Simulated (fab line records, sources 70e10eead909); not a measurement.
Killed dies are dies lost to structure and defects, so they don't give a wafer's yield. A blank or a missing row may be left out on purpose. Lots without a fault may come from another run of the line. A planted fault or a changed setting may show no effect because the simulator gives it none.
Which tool did it? | flow nand_harc | 11 lots, 33 wafers sampled, at 5 steps of a route of 1302

WHAT THE GAUGES READ, wafer by wafer
NHARC_END_SORT_01.
lot  | measured     | on        | defect_limited_yield (%) | killed_at_array | killed_at_other | killed_at_periphery | killed_dies | killed_open | killed_short | sort_bin_2_pct (%) | sort_bin_3_pct (%) | sort_bin_4_pct (%) | sort_n_pass | sort_rim_yield_pct (%) | sort_yield_pct (%)
L734 | day 27 23:43 | prober-01 | 92 92 91                 | 53 49 50        | 1 1 1           | 3 7 11              | 57 57 62    | 3 3 4       | 3 1 7        | 2.1 2.4 3.5        | 1.3 0.6 0.1        | 5.0 5.5 5.5        | 620 620 615 | 99.1 94.3 91.5         | 92 92 91

WHICH TOOL RAN EACH LOT (tool, then ch and the chambers of the sampled wafers, then the start)
lot  | NHARC_P_M2_STRIP_18                | NHARC_P_M2_CMP_23             | NHARC_P_BONDPAD_DEP_00                     | NHARC_P_BONDPAD_SOFTBAKE_04
L726 | rie_diel-09 ch 1,3, day 6 06:02    | cmp-01 ch 0,2, day 6 07:50    | pecvd-01 ch 0,2, day 6 08:54               | litho_track-07 ch 0, day 6 09:00
L727 | rie_diel-11 ch 2,3, day 6 21:08    | cmp-02 ch 0,1,2, day 6 22:53  | pecvd-03 ch 0,1,2, day 6 23:55             | litho_track-02 ch 0, day 7 00:00
L731 | rie_diel-05 ch 0,1,2, day 8 20:35  | cmp-01 ch 0,1,3, day 8 22:20  | pecvd-02 ch 0,2, day 9 00:00 or earlier    | litho_track-02 ch 0, day 9 00:00
L734 | rie_diel-09 ch 0,1,2, day 10 00:16 | cmp-04 ch 0,2, day 10 02:02   | pecvd-01 ch 0,2, day 10 03:02              | litho_track-02 ch 0, day 10 03:00
L735 | rie_diel-09 ch 0,1,2, day 10 07:34 | cmp-02 ch 1,3, day 10 09:20   | pecvd-02 ch 0,2, day 10 10:25              | litho_track-05 ch 0, day 10 11:00
L736 | rie_diel-09 ch 1,2,3, day 10 18:22 | cmp-01 ch 0,2, day 10 20:11   | pecvd-03 ch 0,1, day 10 21:20              | litho_track-02 ch 0, day 10 22:00
L745 | rie_diel-09 ch 1,3, day 14 04:11   | cmp-01 ch 1,3, day 14 05:57   | pecvd-02 ch 0,1,2, day 14 06:58            | litho_track-02 ch 0, day 14 07:00
L746 | rie_diel-09 ch 0,1,2, day 14 21:55 | cmp-02 ch 0,3, day 14 23:36   | pecvd-03 ch 0,1,2, day 15 01:00 or earlier | litho_track-02 ch 0, day 15 01:00
L747 | rie_diel-11 ch 0,2,3, day 14 22:29 | cmp-04 ch 0,1, day 15 00:13   | pecvd-01 ch 1,2, day 15 02:00 or earlier   | litho_track-02 ch 0, day 15 02:00
L748 | rie_diel-09 ch 1,2, day 15 13:14   | cmp-04 ch 1,2,3, day 15 15:11 | pecvd-02 ch 0,2, day 15 16:11              | litho_track-02 ch 0, day 15 16:00
L749 | rie_diel-11 ch 0,1,2, day 15 21:20 | cmp-01 ch 0,2,3, day 15 23:06 | pecvd-03 ch 1,2, day 16 00:16              | litho_track-05 ch 0, day 16 01:00
- NHARC_P_M2_STRIP_18: strips in N2/H2.
- NHARC_P_M2_CMP_23: polishes, t overpolish 20 s, target thk 144.3 nm.
- NHARC_P_BONDPAD_DEP_00: deposits SiCN, target thk 250 nm.
- NHARC_P_BONDPAD_SOFTBAKE_04: time 70 s.

WHAT THE TOOLS THEMSELVES READ (means of the sampled wafers that have a number; where no wafer has one, the mark that the record gives instead)
NHARC_P_M2_STRIP_18.
lot  | tool        | chamber_pressure_mTorr (mTorr) | drypump_motor_current_A (A) | n2_flow_sccm (sccm) | oes_product_au (a.u.) | rf_vpp_V (V) | showerhead_plenum_p_Torr (Torr) | throttle_valve_pct (%)
L726 | rie_diel-09 | 30.006                         | 5.6                         | 150.2               | 1.011                 | 90.4         | 2.02                            | 14.176
L727 | rie_diel-11 | 30.009                         | 5.3                         | 150.6               | 0.992                 | 90.2         | 2.05                            | 14.175
L731 | rie_diel-05 | 29.995                         | 5.6                         | 150.3               | 0.995                 | 89.7         | 1.99                            | 14.172
L734 | rie_diel-09 | 29.994                         | 5.8                         | 149.7               | 0.993                 | 90.8         | 2.08                            | 14.163
L735 | rie_diel-09 | 30.000                         | 5.8                         | 150.1               | 0.992                 | 91.1         | 2.08                            | 14.170
L736 | rie_diel-09 | 30.003                         | 5.8                         | 150.2               | 1.000                 | 91.0         | 2.04                            | 14.170
L745 | rie_diel-09 | 30.016                         | 5.7                         | 149.8               | 1.005                 | 91.4         | 2.01                            | 14.173
L746 | rie_diel-09 | 30.024                         | 5.8                         | 149.8               | 1.006                 | 91.7         | 2.08                            | 14.168
L747 | rie_diel-11 | 29.989                         | 5.5                         | 149.8               | 0.984                 | 91.1         | 2.06                            | 14.168
L748 | rie_diel-09 | 29.994                         | 5.8                         | 150.1               | 1.001                 | 91.2         | 2.06                            | 14.177
L749 | rie_diel-11 | 30.003                         | 5.9                         | 149.9               | 1.003                 | 90.2         | 2.11                            | 14.166

NHARC_P_M2_CMP_23.
lot  | tool   | motor_current_A (A) | time_to_endpoint_s (s)
L726 | cmp-01 | 13.6                | 26.3
L727 | cmp-02 | 11.2                | 24.8
L731 | cmp-01 | 12.5                | 27.4
L734 | cmp-04 | 13.0                | 31.2
L735 | cmp-02 | 11.1                | 25.8
L736 | cmp-01 | 13.0                | 25.7
L745 | cmp-01 | 11.8                | 29.1
L746 | cmp-02 | 11.0                | 25.5
L747 | cmp-04 | 13.1                | 27.3
L748 | cmp-04 | 12.1                | 27.1
L749 | cmp-01 | 13.0                | 27.1

NHARC_P_BONDPAD_DEP_00.
lot  | tool     | chamber_pressure_Torr (Torr) | heater_power_w (W)
L726 | pecvd-01 | 3.004                        | 610
L727 | pecvd-03 | 3.001                        | 543
L731 | pecvd-02 | 2.995                        | 503
L734 | pecvd-01 | 3.001                        | 602
L735 | pecvd-02 | 3.007                        | 517
L736 | pecvd-03 | 2.999                        | 556
L745 | pecvd-02 | 2.997                        | 525
L746 | pecvd-03 | 3.002                        | 544
L747 | pecvd-01 | 3.004                        | 627
L748 | pecvd-02 | 2.996                        | 520
L749 | pecvd-03 | 3.001                        | 541

NHARC_P_BONDPAD_SOFTBAKE_04.
lot  | tool           | chill_plate_temp_C (C) | heater_power_total_W (W)
L726 | litho_track-07 | 23.01                  | 199.1
L727 | litho_track-02 | 22.94                  | 201.9
L731 | litho_track-02 | 22.89                  | 200.8
L734 | litho_track-02 | 23.02                  | 207.2
L735 | litho_track-05 | 22.96                  | 200.5
L736 | litho_track-02 | 23.15                  | 212.4
L745 | litho_track-02 | 23.10                  | 200.9
L746 | litho_track-02 | 22.86                  | 199.3
L747 | litho_track-02 | 23.08                  | 200.3
L748 | litho_track-02 | 22.97                  | 202.3
L749 | litho_track-05 | 22.97                  | 201.1

THE ANSWER, worked out from the rows above alone
Rule: what is usual is taken from the lots themselves. Put in order of their means at a reading, lots are off if they are a third of the lots or fewer, leave a main group of 4 or more, and stand apart from it by a gap of 3 or more times the standard deviation of the main group's means; of several such gaps the widest counts. A main group whose means are all the same, to the digits that the tables above print for the reading, isn't used. A lot without any number at a reading at which 4 lots or more have one is off too. The other lots that the step has rows for count as sound. The gauges are gone through in route order, then the tools' own readings, and for those a lot's mean is taken as printed above. The first step at which some lot is off is used, and at that step the reading that is off furthest; a lot without a number counts as furthest.
Off: L734, L736, at NHARC_P_BONDPAD_SOFTBAKE_04 (heater_power_total_W). The main group: mean 200.7 W, standard deviation 1.
A tool fits if, at that step or a process step before it, it ran every lot that is off, and no sound lot after the first of them. NHARC_P_BONDPAD_DEP_00 gives no start for some lots, so the hours and the order of its lots are those of NHARC_P_BONDPAD_SOFTBAKE_04. None of those tried fits.

WHAT THE SIMULATOR HAD PUT IN
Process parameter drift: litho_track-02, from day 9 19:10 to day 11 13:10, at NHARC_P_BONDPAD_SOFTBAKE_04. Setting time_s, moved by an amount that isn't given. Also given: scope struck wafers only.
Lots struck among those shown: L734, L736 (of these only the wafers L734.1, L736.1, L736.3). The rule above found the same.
